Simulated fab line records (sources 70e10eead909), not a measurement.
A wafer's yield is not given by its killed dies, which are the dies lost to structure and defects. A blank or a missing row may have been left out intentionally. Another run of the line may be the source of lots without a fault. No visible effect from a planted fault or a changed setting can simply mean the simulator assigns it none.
Matching of chambers    flow nandHarc    4 sister chambers for NHARC_A_BLC_ETCH_17 on rieDiel-09
The step etches the open film in N2/H2, target depth 390 nm, time 609.38 s. 14 wafers are shown with their chamber, then 7 later ones without.

## WAFERS, EACH WITH ITS CHAMBER
wafer   chamber  drypumpMotorCurrentA (A)  showerheadPlenumPTorr (Torr)  runLengthS (s)
L499.1  3        6.5                       1.92                          629.9
L499.3  2        5.1                       1.93                          630.2
L499.4  1        5.0                       1.99                          630.6
L506.1  0        5.7                       1.96                          630.7
L506.2  2        5.1                       1.93                          630.4
L506.6  2        5.1                       1.93                          630.4
L509.2  3        6.5                       1.92                          630.2
L509.3  2        5.1                       1.93                          630.0
L509.4  1        5.1                       1.98                          630.7
L513.3  2        5.1                       1.93                          630.0
L513.4  3        6.5                       1.92                          629.8
L513.5  0        5.7                       1.96                          630.8
L514.1  1        5.1                       1.98                          630.2
L514.3  3        6.5                       1.92                          629.8

SIGNATURES (means of the wafers above)
reading                chamber 0  chamber 1  chamber 2  chamber 3  scatter within a chamber
drypumpMotorCurrentA   5.700      5.067      5.100      6.500      0.0258
showerheadPlenumPTorr  1.9600     1.9833     1.9300     1.9200     0.00258
runLengthS             630.750    630.500    630.200    629.925    0.203
Rule: a wafer lies at a distance from a chamber equal to the root of the sum of squares, over the readings, of (its reading less the chamber's mean, divided by the reading's scatter). The wafer belongs to the nearest chamber; if the next one is less than 2 further off, it can't be placed. The scatter: take each reading less its chamber's mean, square it, sum over the shown wafers, divide by the number of wafers less the number of chambers, and take the root.

## WAFERS WITHOUT THEIR CHAMBER
wafer   drypumpMotorCurrentA (A)  showerheadPlenumPTorr (Torr)  runLengthS (s)
L514.4  5.7                       1.96                          630.8
L519.2  5.0                       1.98                          630.9
L519.4  5.7                       1.96                          631.1
L519.6  5.0                       1.98                          630.2
L521.2  5.1                       1.98                          630.3
L521.3  5.1                       1.93                          630.6
L521.4  6.5                       1.92                          629.7

## CHAMBER TAKEN BY EACH
wafer   from the rows above  in truth
L514.4  0                    0
L519.2  1                    1
L519.4  0                    0
L519.6  1                    1
L521.2  1                    1
L521.3  2                    2
L521.4  3                    3
Correctly placed: 7 of 7. Can't be placed from these rows: 0. Number placed wrongly: 0.
